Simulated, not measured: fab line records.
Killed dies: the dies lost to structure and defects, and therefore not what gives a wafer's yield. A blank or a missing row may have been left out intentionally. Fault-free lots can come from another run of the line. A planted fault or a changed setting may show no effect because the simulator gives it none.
fab line records -- flow nand-harc
record: lots: 12, wafers: 36, last-day: 33
route steps=1302 shown A_M1@1193 END@1302
lots with no fault: from the same line, run without faults
start-h: start of the lot's first displayed wafer, in hours after the record's first day -- wait-h: how many hours have passed since the lot's step before this one -- " identical to the entry in the row above -- L1.1+2: one row covering several wafers at once -- - either no value or no given start -- * or withheld: withheld -- < > ~ a bound
route shown NAME@n: names a module that has steps shown in the file, with the first one's number in the route -- usual: mean/standard deviation of fault-free wafers -- same: alike in all rows -- chamber/n: place in a boat -- sites: each site's reading -- _std_site: how widely they spread, as a standard deviation -- _edge_site: mean of outer sites minus mean of inner sites -- radius-mm: for every site, how far away it sits from the centre of the wafer -- mask NAME#n: copy n -- behind: the tool/chamber that last shaped the wafer -- hold: reason for holding the lot/hours on hold/outcome of the hold -- device: the n, p or np transistor that did not switch -- end of line: the tests these same wafers got at the end of their route -- for a step that has no rows: nothing shown but its recipe -- killed: dies that structure and defects cost at the first sort, which is not the same as the wafer's yield -- map: per-die view of a wafer (x killed, . not killed, _ where there is no die)
set.NAME: the setting the step ran with; set.NAME@STEP: the setting that earlier step ran with -- model.NAME: the simulator's own value behind a step, which no gauge read
route steps across a sampled set of lots; one table per step, one row per wafer
services: the hour from which a tool's chamber was out of use, counted from the record's first day as start-h (under 0 if before that day), plus the number of hours and why
== steps ==
step: NHARC_A_M1_ECD_22
recipe: target-thk-a: 4000, bath-temp-c: 25, material: Cu
usual: bath-temp-c: 25.00/0.1
lot.wafer,tool,chamber,start-h,wait-h,bath-temp-c
L479.2,ecd-cu-02,1,545.58,-,24.97
L479.4,ecd-cu-02,0,545.58,-,24.96
L479.6,ecd-cu-02,1,545.58,-,25.00
L478.2,ecd-cu-01,1,547.86,-,24.96
L478.4,ecd-cu-01,0,547.86,-,25.06
L478.6,ecd-cu-01,0,547.86,-,25.09
L483.2,ecd-cu-02,1,567.35,-,25.03
L483.1,ecd-cu-02,0,567.35,-,25.03
L483.6,ecd-cu-02,1,567.35,-,24.91
L482.1,ecd-cu-01,0,568.37,-,24.95
L482.4,ecd-cu-01,0,568.37,-,24.94
L482.6,ecd-cu-01,0,568.37,-,24.93
L484.1,ecd-cu-02,1,591.31,-,24.95
L484.4,ecd-cu-02,0,591.31,-,25.01
L484.6,ecd-cu-02,1,591.31,-,24.89
L486.1,ecd-cu-02,1,649.24,-,25.18
L486.4,ecd-cu-02,1,649.24,-,25.12
L486.5,ecd-cu-02,1,649.24,-,25.02
L487.2,ecd-cu-01,0,650.97,-,24.92
L487.1,ecd-cu-01,1,650.97,-,25.12
L487.5,ecd-cu-01,1,650.97,-,24.92
L491.2,ecd-cu-01,1,659.76,-,24.89
L491.1,ecd-cu-01,0,659.76,-,25.04
L491.6,ecd-cu-01,1,659.76,-,25.06
L493.1,ecd-cu-02,1,679.46,-,25.20
L493.3,ecd-cu-02,0,679.46,-,24.86
L493.6,ecd-cu-02,1,679.46,-,24.84
L495.1,ecd-cu-02,0,687.82,-,25.14
L495.4,ecd-cu-02,0,687.82,-,25.13
L495.6,ecd-cu-02,0,687.82,-,24.95
L494.1,ecd-cu-02,0,692.99,-,25.01
L494.3,ecd-cu-02,1,692.99,-,25.00
L494.6,ecd-cu-02,0,692.99,-,24.86
L499.2,ecd-cu-01,1,759.98,-,24.97
L499.1,ecd-cu-01,0,759.98,-,25.05
L499.3,ecd-cu-01,0,759.98,-,25.05
step: NHARC_A_M1_CMP_23
recipe: t-overpolish-s: 20, target-thk-nm: 154.34
usual: motor-current-A: 12.5/1.3, time-to-endpoint-s: 28.4/2.9
lot.wafer,tool,chamber,start-h,wait-h,motor-current-A,time-to-endpoint-s
L479.4,cmp-04,0,546.36,-,15.0,31.7
L479.2,cmp-04,1,546.36,-,13.8,28.3
L479.6,cmp-04,3,546.36,-,10.5,30.1
L478.4,cmp-03,3,548.61,-,11.2,27.8
L478.2,cmp-03,1,548.61,-,13.2,27.6
L478.6,cmp-03,2,548.61,-,12.2,25.9
L483.1,cmp-04,2,568.13,-,10.8,28.0
L483.2,cmp-04,0,568.13,-,14.4,28.3
L483.6,cmp-04,2,568.13,-,10.4,26.0
L482.4,cmp-01,0,569.07,-,12.7,22.3
L482.1,cmp-01,1,569.07,-,13.4,24.1
L482.6,cmp-01,0,569.07,-,13.3,24.2
L484.1,cmp-03,1,592.01,-,13.5,29.3
L484.4,cmp-03,3,592.01,-,10.7,33.9
L484.6,cmp-03,0,592.01,-,11.7,30.4
L486.1,cmp-03,0,649.96,-,10.4,29.2
L486.4,cmp-03,2,649.96,-,11.9,27.3
L486.5,cmp-03,0,649.96,-,11.5,30.3
L487.1,cmp-04,1,651.69,-,14.2,30.3
L487.2,cmp-04,2,651.69,-,10.8,31.8
L487.5,cmp-04,2,651.69,-,10.8,28.0
L491.1,cmp-04,2,660.52,-,10.7,29.5
L491.2,cmp-04,3,660.52,-,10.7,31.6
L491.6,cmp-04,1,660.52,-,13.7,31.3
L493.1,cmp-01,2,680.21,-,12.9,31.3
L493.3,cmp-01,3,680.21,-,12.4,19.5
L493.6,cmp-01,2,680.21,-,13.0,31.5
L495.1,cmp-01,1,688.57,-,13.7,16.1
L495.4,cmp-01,2,688.57,-,13.2,17.6
L495.6,cmp-01,1,688.57,-,13.8,17.3
L494.3,cmp-01,0,693.70,-,13.3,26.9
L494.1,cmp-01,2,693.70,-,12.7,20.4
L494.6,cmp-01,0,693.70,-,13.5,18.2
L499.1,cmp-01,0,760.72,-,13.1,25.0
L499.2,cmp-01,1,760.72,-,14.2,25.0
L499.3,cmp-01,3,760.72,-,12.5,26.0
step: NHARC_A_M1_THK_MEAS_24
recipe: thk-meas-gauge: xrf
usual: thk-nm: 154.2/1.4
lot.wafer,tool,chamber,start-h,wait-h,thk-nm
L479.2,film-metro-01,-,546.62,-,154.3
L479.4,film-metro-01,-,546.62,-,154.7
L479.6,film-metro-01,-,546.62,-,154.4
L478.2,film-metro-01,-,548.90,-,156.1
L478.4,film-metro-01,-,548.90,-,155.0
L478.6,film-metro-01,-,548.90,-,155.5
L483.1,film-metro-01,-,568.41,-,155.6
L483.2,film-metro-01,-,568.41,-,155.4
L483.6,film-metro-01,-,568.41,-,153.8
L482.1,film-metro-01,-,569.35,-,153.9
L482.4,film-metro-01,-,569.35,-,154.6
L482.6,film-metro-01,-,569.35,-,153.7
L484.1,film-metro-01,-,592.29,-,153.8
L484.4,film-metro-01,-,592.29,-,153.4
L484.6,film-metro-01,-,592.29,-,154.5
L486.1,film-metro-01,-,650.27,-,154.8
L486.4,film-metro-01,-,650.27,-,152.1
L486.5,film-metro-01,-,650.27,-,153.8
L487.1,film-metro-02,-,652.00,-,154.6
L487.2,film-metro-02,-,652.00,-,156.1
L487.5,film-metro-02,-,652.00,-,153.3
L491.1,film-metro-01,-,660.80,-,154.4
L491.2,film-metro-01,-,660.80,-,153.5
L491.6,film-metro-01,-,660.80,-,153.9
L493.1,film-metro-01,-,680.50,-,153.3
L493.3,film-metro-01,-,680.50,-,154.8
L493.6,film-metro-01,-,680.50,-,155.5
L495.1,film-metro-01,-,688.86,-,155.0
L495.4,film-metro-01,-,688.86,-,157.6
L495.6,film-metro-01,-,688.86,-,154.3
L494.1,film-metro-01,-,693.98,-,156.5
L494.3,film-metro-01,-,693.98,-,153.0
L494.6,film-metro-01,-,693.98,-,154.1
L499.1,film-metro-02,-,761.03,-,152.0
L499.2,film-metro-02,-,761.03,-,154.7
L499.3,film-metro-02,-,761.03,-,153.2
step: NHARC_A_M1_INSPECT_27
usual: raw-defect-count: 563/130
lot.wafer,tool,chamber,start-h,wait-h,raw-defect-count
L479.2,defect-inspect-02,-,546.78,0.0,543
L479.4,defect-inspect-02,-,546.78,0.0,685
L479.6,defect-inspect-02,-,546.78,0.0,528
L478.2,defect-inspect-01,-,549.06,0.0,535
L478.4,defect-inspect-01,-,549.06,0.0,488
L478.6,defect-inspect-01,-,549.06,0.0,392
L483.1,defect-inspect-01,-,568.57,0.0,600
L483.2,defect-inspect-01,-,568.57,0.0,589
L483.6,defect-inspect-01,-,568.57,0.0,675
L482.1,defect-inspect-02,-,569.51,0.0,531
L482.4,defect-inspect-02,-,569.51,0.0,566
L482.6,defect-inspect-02,-,569.51,0.0,419
L484.1,defect-inspect-01,-,592.46,0.0,660
L484.4,defect-inspect-01,-,592.46,0.0,552
L484.6,defect-inspect-01,-,592.46,0.0,484
L486.1,defect-inspect-02,-,650.43,0.0,708
L486.4,defect-inspect-02,-,650.43,0.0,621
L486.5,defect-inspect-02,-,650.43,0.0,689
L487.1,defect-inspect-01,-,652.16,0.0,448
L487.2,defect-inspect-01,-,652.16,0.0,609
L487.5,defect-inspect-01,-,652.16,0.0,610
L491.1,defect-inspect-01,-,660.96,0.0,364
L491.2,defect-inspect-01,-,660.96,0.0,524
L491.6,defect-inspect-01,-,660.96,0.0,435
L493.1,defect-inspect-02,-,680.66,0.0,778
L493.3,defect-inspect-02,-,680.66,0.0,459
L493.6,defect-inspect-02,-,680.66,0.0,517
L495.1,defect-inspect-02,-,689.01,0.0,595
L495.4,defect-inspect-02,-,689.01,0.0,559
L495.6,defect-inspect-02,-,689.01,0.0,643
L494.1,defect-inspect-01,-,694.14,0.0,499
L494.3,defect-inspect-01,-,694.14,0.0,407
L494.6,defect-inspect-01,-,694.14,0.0,416
L499.1,defect-inspect-01,-,761.20,0.0,589
L499.2,defect-inspect-01,-,761.20,0.0,591
L499.3,defect-inspect-01,-,761.20,0.0,550
step: NHARC_A_M1_PRE_CLEAN_32
recipe: time-s: 12, temp-c: 370, rf-power-w: 300, gas: NH3
usual: heater-power-w: 657/81, susceptor-temp-C: 370.00/0.21
lot.wafer,tool,chamber,start-h,wait-h,heater-power-w,since-wet-clean-h,susceptor-temp-C
L479.2,pecvd-02,1,546.88,0.1,678,126,369.95
L479.6,pecvd-02,2,546.88,0.1,520,-,370.27
L479.4,pecvd-02,1,546.88,0.1,679,-,369.90
L478.2,pecvd-04,0,549.16,0.1,653,86,370.08
L478.6,pecvd-04,1,549.16,0.1,552,-,370.09
L478.4,pecvd-04,0,549.16,0.1,656,-,370.02
L483.1,pecvd-02,1,568.65,0.1,585,147,369.54
L483.2,pecvd-02,2,568.65,0.1,574,147,370.22
L483.6,pecvd-02,2,568.65,0.1,552,-,370.13
L482.1,pecvd-04,2,569.60,0.1,733,106,370.35
L482.6,pecvd-04,0,569.60,0.1,646,-,370.06
L482.4,pecvd-04,1,569.60,0.1,620,-,369.89
L484.1,pecvd-03,0,592.56,0.1,686,33,370.30
L484.6,pecvd-03,2,592.56,0.1,624,-,369.84
L484.4,pecvd-03,0,592.56,0.1,702,-,369.85
L486.1,pecvd-02,2,650.50,0.1,501,48,369.72
L486.5,pecvd-02,0,650.50,0.1,688,-,369.72
L486.4,pecvd-02,1,650.50,0.1,619,-,369.92
L487.1,pecvd-03,0,652.22,0.1,802,92,370.27
L487.2,pecvd-03,1,652.22,0.1,656,92,370.41
L487.5,pecvd-03,2,652.22,0.1,645,-,370.14
L491.2,pecvd-03,2,661.02,0.1,651,101,370.30
L491.1,pecvd-03,1,661.02,0.1,632,101,370.04
L491.6,pecvd-03,1,661.02,0.1,655,-,370.02
L493.1,pecvd-03,0,680.73,0.1,803,121,369.97
L493.3,pecvd-03,2,680.73,0.1,680,121,369.97
L493.6,pecvd-03,2,680.73,0.1,686,-,369.91
L495.1,pecvd-04,2,689.11,0.1,673,45,369.54
L495.4,pecvd-04,0,689.11,0.1,559,-,370.13
L495.6,pecvd-04,1,689.11,0.1,657,-,370.07
L494.1,pecvd-04,1,694.20,0.1,591,50,370.28
L494.3,pecvd-04,2,694.20,0.1,679,50,369.91
L494.6,pecvd-04,1,694.20,0.1,583,-,370.22
L499.2,pecvd-03,0,761.27,0.1,779,20,369.89
L499.3,pecvd-03,1,761.27,0.1,660,20,370.01
L499.1,pecvd-03,2,761.27,0.1,682,20,369.97
step: NHARC_END_SORT_01
recipe: temp-c: 25
usual: defect-limited-yield: 91.8/2.3, killed-at-array: 51/16, killed-at-other: 0.6/0.88, killed-at-periphery: 4.0/2.6, killed-dies: 55/16, killed-open: 3.5/1.9, killed-short: 2.3/1.6, sort_bin_2_pct: 2.9/1.1, sort_bin_3_pct: 0.6/0.41, sort_bin_4_pct: 4.6/1.3, sort-n-pass: 622/16, sort-rim-yield-pct: 93/3.2, sort-yield-pct: 91.8/2.3
same: gross-dies: 677, sort_bin_5_pct[%]: 0, sort_bin_6_pct[%]: 0, sort_bin_7_pct[%]: 0, sort_bin_8_pct[%]: 0, sort-rim-n-gross: 106.00
lot.wafer,tool,chamber,start-h,wait-h,defect-limited-yield[%],killed-at-array,killed-at-other,killed-at-periphery,killed-dies,killed-open,killed-short,sort_bin_2_pct[%],sort_bin_3_pct[%],sort_bin_4_pct[%],sort-n-pass,sort-rim-yield-pct[%],sort-yield-pct[%]
L479.2,prober-01,0,578.40,2.8,91.7,54,0,2,56,3,1,3.2,0.4,4.6,621,84,91.7
L479.4,prober-01,0,580.01,3.4,91.6,51,2,4,57,3,2,3.4,0.7,4.3,620,92,91.6
L479.6,prober-01,0,581.61,4.0,88.3,75,1,3,79,4,3,3.8,0.9,6.9,598,92,88.3
L478.2,prober-02,0,586.15,2.8,94.8,32,0,3,35,6,2,1.2,0,4.0,642,91,94.8
L478.4,prober-02,0,587.74,3.4,92.2,51,0,2,53,5,4,2.4,0.7,4.7,624,96,92.2
L478.6,prober-02,0,589.33,4.0,91.6,55,0,2,57,2,1,3.0,0.9,4.6,620,97,91.6
L482.1,prober-01,0,604.35,2.5,90.5,56,0,8,64,6,0,3.0,0.9,5.6,613,95,90.5
L482.4,prober-01,0,606.74,3.4,94.2,33,0,6,39,1,1,2.2,0.6,3.0,638,94,94.2
L482.6,prober-01,0,608.34,4.0,93.1,41,1,5,47,2,2,2.4,0.3,4.3,630,91,93.1
L487.1,prober-02,0,688.75,2.5,88.5,66,0,12,78,3,2,4.4,0.7,6.4,599,97,88.5
L487.2,prober-02,0,689.55,2.8,89.7,60,3,7,70,3,3,3.1,0.7,6.5,607,87,89.7
L487.5,prober-02,0,691.97,3.7,88.0,73,1,7,81,3,2,4.9,0.6,6.5,596,92,88.0
L491.1,prober-01,0,698.34,2.5,93.8,41,0,1,42,4,1,1.9,0.1,4.1,635,92,93.8
L491.2,prober-01,0,699.14,2.8,91.7,45,1,10,56,2,1,4.0,0.3,4.0,621,95,91.7
L491.6,prober-01,0,702.34,4.0,93.2,40,1,5,46,7,1,1.6,0,5.2,631,92,93.2
L493.1,prober-01,0,715.03,2.5,94.7,24,2,10,36,10,2,1.6,0.1,3.5,641,97,94.7
L493.3,prober-01,0,716.63,3.1,96.3,16,0,9,25,0,2,0.9,0.1,2.7,652,96,96.3
L493.6,prober-01,0,719.02,4.0,95.0,32,0,2,34,4,5,1.0,0,4.0,643,97,95.0
L495.1,prober-02,0,723.24,2.5,95.9,28,0,0,28,1,1,1.6,0,2.5,649,95,95.9
L495.4,prober-02,0,725.65,3.4,96.6,23,0,0,23,5,2,1.5,0.4,1.5,654,97,96.6
L495.6,prober-02,0,727.25,4.0,96.0,23,4,0,27,1,1,1.5,0.1,2.4,650,96,96.0
L494.1,prober-01,0,727.77,2.5,91.6,53,3,1,57,1,1,3.4,0.9,4.1,620,90,91.6
L494.3,prober-01,0,729.35,3.1,88.5,75,2,1,78,0,6,4.3,1.3,5.9,599,94,88.5
L494.6,prober-01,0,731.73,4.0,88.6,70,3,4,77,3,2,4.9,1.2,5.3,600,92,88.6
killed by level:class
L479.2 A_CHANNEL_HOLE_D2:chamber-film-flake=19 A_SLIT:chamber-film-flake=18 A_CHANNEL_HOLE_D1:chamber-film-flake=3 A_DECK1_JOINT:chamber-film-flake=3 A_CONTACT:chamber-film-flake=2 A_BLC:chamber-film-flake=2 A_DECK1_JOINT:geometric-particle:open=1 A_CHANNEL_FILL_D2:geometric-particle:open=1
L479.4 A_CHANNEL_HOLE_D2:chamber-film-flake=18 A_SLIT:chamber-film-flake=13 A_CHANNEL_HOLE_D1:chamber-film-flake=7 P_ZERO_WELL:chamber-film-flake=3 A_BLC:chamber-film-flake=3 A_STAIRCASE:chamber-film-flake=2 A_WL_FILL:chamber-film-flake=2 A_CONTACT:chamber-film-flake=2
L479.6 A_CHANNEL_HOLE_D2:chamber-film-flake=28 A_SLIT:chamber-film-flake=23 A_CHANNEL_HOLE_D1:chamber-film-flake=9 A_CONTACT:chamber-film-flake=4 A_DECK1_JOINT:chamber-film-flake=3 P_STI:geometric-particle:short=1 A_CHANNEL_FILL_D2:geometric-particle:open=1 P_CONTACT:geometric-particle:open=1
L478.2 A_CHANNEL_HOLE_D1:chamber-film-flake=17 A_WL_FILL:chamber-film-flake=3 A_ONON_D1:geometric-particle:open=2 P_ZERO_WELL:chamber-film-flake=2 A_CHANNEL_HOLE_D2:chamber-film-flake=2 A_ONON_D2:geometric-particle:open=1 A_CHANNEL_FILL_D2:geometric-particle:open=1 A_CHANNEL_FILL_D2:geometric-particle:short=1
L478.4 A_CHANNEL_HOLE_D1:chamber-film-flake=29 A_CHANNEL_HOLE_D2:chamber-film-flake=9 A_DECK1_JOINT:geometric-particle:short=2 A_WL_FILL:geometric-particle:open=2 A_STAIRCASE:chamber-film-flake=2 A_ONON_D1:geometric-particle:open=1 A_ONON_D1:geometric-particle:short=1 A_CHANNEL_FILL_D1:geometric-particle:short=1
L478.6 A_CHANNEL_HOLE_D1:chamber-film-flake=36 A_CHANNEL_HOLE_D2:chamber-film-flake=10 A_STAIRCASE:chamber-film-flake=3 A_CHANNEL_FILL_D1:geometric-particle:short=1 A_DECK1_JOINT:geometric-particle:open=1 A_WL_FILL:geometric-particle:open=1 P_ZERO_WELL:chamber-film-flake=1 P_STI:chamber-film-flake=1
L482.1 A_CHANNEL_HOLE_D1:chamber-film-flake=31 A_CHANNEL_HOLE_D2:chamber-film-flake=14 A_SLIT:chamber-film-flake=4 A_WL_FILL:geometric-particle:open=2 P_ZERO_WELL:chamber-film-flake=2 P_CONTACT:chamber-film-flake=2 P_CONTACT:geometric-particle:open=1 P_M0:geometric-particle:open=1
L482.4 A_CHANNEL_HOLE_D2:chamber-film-flake=13 A_CHANNEL_HOLE_D1:chamber-film-flake=11 P_CONTACT:chamber-film-flake=4 A_CHANNEL_FILL_D1:chamber-film-flake=3 A_WL_FILL:chamber-film-flake=2 A_DECK1_JOINT:chamber-film-flake=2 A_DECK1_JOINT:geometric-particle:short=1 A_DECK1_JOINT:geometric-particle:open=1
L482.6 A_CHANNEL_HOLE_D1:chamber-film-flake=19 A_CHANNEL_HOLE_D2:chamber-film-flake=9 P_CONTACT:chamber-film-flake=3 A_CHANNEL_FILL_D1:chamber-film-flake=3 A_SLIT:chamber-film-flake=3 A_DECK1_JOINT:chamber-film-flake=2 A_BONDPAD:chamber-film-flake=2 P_GATE:geometric-particle:open=1
L487.1 A_CHANNEL_HOLE_D1:chamber-film-flake=32 A_SLIT:chamber-film-flake=24 P_BONDPAD:chamber-film-flake=6 P_STI:chamber-film-flake=4 A_CONTACT:chamber-film-flake=3 P_STI:geometric-particle:open=1 A_ONON_D1:geometric-particle:open=1 A_ONON_D2:geometric-particle:short=1
L487.2 A_SLIT:chamber-film-flake=25 A_CHANNEL_HOLE_D1:chamber-film-flake=17 A_CONTACT:chamber-film-flake=10 P_STI:chamber-film-flake=3 P_BONDPAD:chamber-film-flake=3 THIN_TSV:chamber-film-flake=3 A_ONON_D2:geometric-particle:short=2 A_ONON_D1:geometric-particle:open=1
L487.5 A_CHANNEL_HOLE_D1:chamber-film-flake=35 A_SLIT:chamber-film-flake=29 A_CONTACT:chamber-film-flake=4 P_STI:chamber-film-flake=3 P_BONDPAD:chamber-film-flake=3 P_CONTACT:geometric-particle:open=1 A_CHANNEL_FILL_D1:geometric-particle:open=1 A_ONON_D2:geometric-particle:short=1
L491.1 A_CHANNEL_HOLE_D1:chamber-film-flake=23 A_CONTACT:chamber-film-flake=4 A_BONDPAD:chamber-film-flake=4 A_M0:geometric-particle:open=2 A_SLIT:chamber-film-flake=2 A_CHANNEL_FILL_D1:geometric-particle:open=1 A_CHANNEL_FILL_D2:geometric-particle:short=1 A_CONTACT:geometric-particle:open=1
L491.2 A_CHANNEL_HOLE_D1:chamber-film-flake=29 P_GATE:chamber-film-flake=5 A_CONTACT:chamber-film-flake=4 P_M2:chamber-film-flake=3 A_CHANNEL_HOLE_D2:chamber-film-flake=3 A_BONDPAD:chamber-film-flake=3 A_WL_FILL:chamber-film-flake=2 P_M0:geometric-particle:open=1
L491.6 A_CHANNEL_HOLE_D1:chamber-film-flake=21 A_M0:geometric-particle:open=5 P_GATE:chamber-film-flake=5 A_BONDPAD:chamber-film-flake=4 A_CHANNEL_HOLE_D2:chamber-film-flake=2 A_WL_FILL:chamber-film-flake=2 A_CONTACT:chamber-film-flake=2 A_CHANNEL_HOLE_D1:geometric-particle:short=1
L493.1 A_CHANNEL_HOLE_D1:chamber-film-flake=7 A_SLIT:chamber-film-flake=6 P_STI:chamber-film-flake=5 P_M1:geometric-particle:open=2 A_SOURCE_PLATE:geometric-particle:open=2 A_CONTACT:chamber-film-flake=2 THIN_TSV:chamber-film-flake=2 P_GATE:geometric-particle:open=1
L493.3 A_CHANNEL_HOLE_D1:chamber-film-flake=7 P_GATE:chamber-film-flake=5 A_CONTACT:chamber-film-flake=4 P_STI:chamber-film-flake=2 A_SLIT:chamber-film-flake=2 P_GATE:geometric-particle:short=1 A_CHANNEL_FILL_D2:geometric-particle:short=1 P_ZERO_WELL:chamber-film-flake=1
L493.6 A_CHANNEL_HOLE_D1:chamber-film-flake=13 A_CONTACT:chamber-film-flake=4 A_STAIRCASE:chamber-film-flake=3 A_M0:geometric-particle:open=2 A_ZERO_WELL:chamber-film-flake=2 P_M1:geometric-particle:short=1 A_ONON_D1:geometric-particle:short=1 A_ONON_D1:geometric-particle:open=1
L495.1 A_CHANNEL_HOLE_D1:chamber-film-flake=13 A_CONTACT:chamber-film-flake=6 A_STAIRCASE:chamber-film-flake=4 A_SLIT:chamber-film-flake=2 A_CHANNEL_HOLE_D1:geometric-particle:open=1 A_WL_FILL:geometric-particle:short=1 A_DECK1_JOINT:chamber-film-flake=1
L495.4 A_CHANNEL_HOLE_D1:chamber-film-flake=7 A_CONTACT:chamber-film-flake=3 A_SLIT:chamber-film-flake=2 A_CHANNEL_FILL_D1:chamber-film-flake=2 A_DECK1_JOINT:chamber-film-flake=2 A_ONON_D1:geometric-particle:open=1 A_CHANNEL_FILL_D1:geometric-particle:open=1 A_CHANNEL_FILL_D2:geometric-particle:open=1
L495.6 A_CHANNEL_HOLE_D1:chamber-film-flake=11 A_SLIT:chamber-film-flake=4 A_CONTACT:chamber-film-flake=4 THIN_TSV:chamber-film-flake=4 A_STAIRCASE:chamber-film-flake=2 A_DECK1_JOINT:geometric-particle:short=1 A_CHANNEL_HOLE_D2:geometric-particle:open=1
L494.1 A_CHANNEL_HOLE_D1:chamber-film-flake=23 A_CHANNEL_HOLE_D2:chamber-film-flake=14 A_ZERO_WELL:chamber-film-flake=6 THIN_TSV:chamber-film-flake=3 A_CHANNEL_FILL_D2:chamber-film-flake=3 A_CONTACT:chamber-film-flake=3 P_M1:geometric-particle:short=1 A_DECK1_JOINT:geometric-particle:open=1
L494.3 A_CHANNEL_HOLE_D1:chamber-film-flake=32 A_CHANNEL_HOLE_D2:chamber-film-flake=16 A_SLIT:chamber-film-flake=7 A_CONTACT:chamber-film-flake=6 A_ONON_D1:geometric-particle:short=3 A_ZERO_WELL:chamber-film-flake=3 A_WL_FILL:chamber-film-flake=3 A_M0:geometric-particle:short=2
L494.6 A_CHANNEL_HOLE_D1:chamber-film-flake=33 A_CHANNEL_HOLE_D2:chamber-film-flake=15 A_CONTACT:chamber-film-flake=7 A_SLIT:chamber-film-flake=5 THIN_TSV:chamber-film-flake=3 A_CHANNEL_FILL_D2:chamber-film-flake=2 A_STAIRCASE:chamber-film-flake=2 A_SGD_CUT:chamber-film-flake=2
== services ==
tool,chamber,start-h,hours,kind
cmp-03,-,531.15,1.0,repair
pecvd-03,-,547.04,13.0,pm
cmp-03,-,554.44,4.0,pm
pecvd-02,-,564.50,1.3,repair
cmp-01,-,577.42,0.5,repair
pecvd-02,-,589.27,13.0,pm
ecd-cu-02,-,596.37,8.0,pm
cmp-03,-,600.23,0.4,repair
cmp-04,-,601.13,4.0,pm
pecvd-02,-,606.89,0.4,repair
pecvd-03,1,623.09,16.5,repair
pecvd-04,-,631.28,13.0,pm
ecd-cu-02,-,632.97,0.9,repair
cmp-03,-,638.18,2.3,repair
cmp-03,-,641.92,0.6,repair
cmp-04,-,642.33,1.6,repair
pecvd-03,1,658.53,1.7,repair
cmp-01,-,672.54,0.6,repair
cmp-01,-,676.05,4.0,pm
ecd-cu-01,-,688.09,8.0,pm
cmp-04,-,699.13,4.0,pm
pecvd-03,-,728.04,13.0,pm
pecvd-04,0,735.12,8.1,repair
ecd-cu-01,-,750.79,1.7,repair
== key ==
first-sign: step: NHARC_A_M1_CMP_23, reading: time-to-endpoint-s, direction: down, sigmas: 3.6, usual: *, struck: *
effect none on later readings
met-at NHARC_A_M1_ECD_22
struck-lots L493,L494,L495
struck-wafers L493.3,L494.1,L494.6,L495.1,L495.4,L495.6
not-acting-at NHARC_A_M1_THK_MEAS_24,NHARC_A_M1_INSPECT_27,NHARC_A_M1_PRE_CLEAN_32
onset-between 591.31 679.46
fault: kind: process-parameter-drift, tool: ecd-cu-02, chamber: 0, onset-h: 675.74, steps: NHARC_A_M1_ECD_22, channel: target-thk-a, offset: *, shape: step, end-h: 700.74, acts-in: *, stated: *
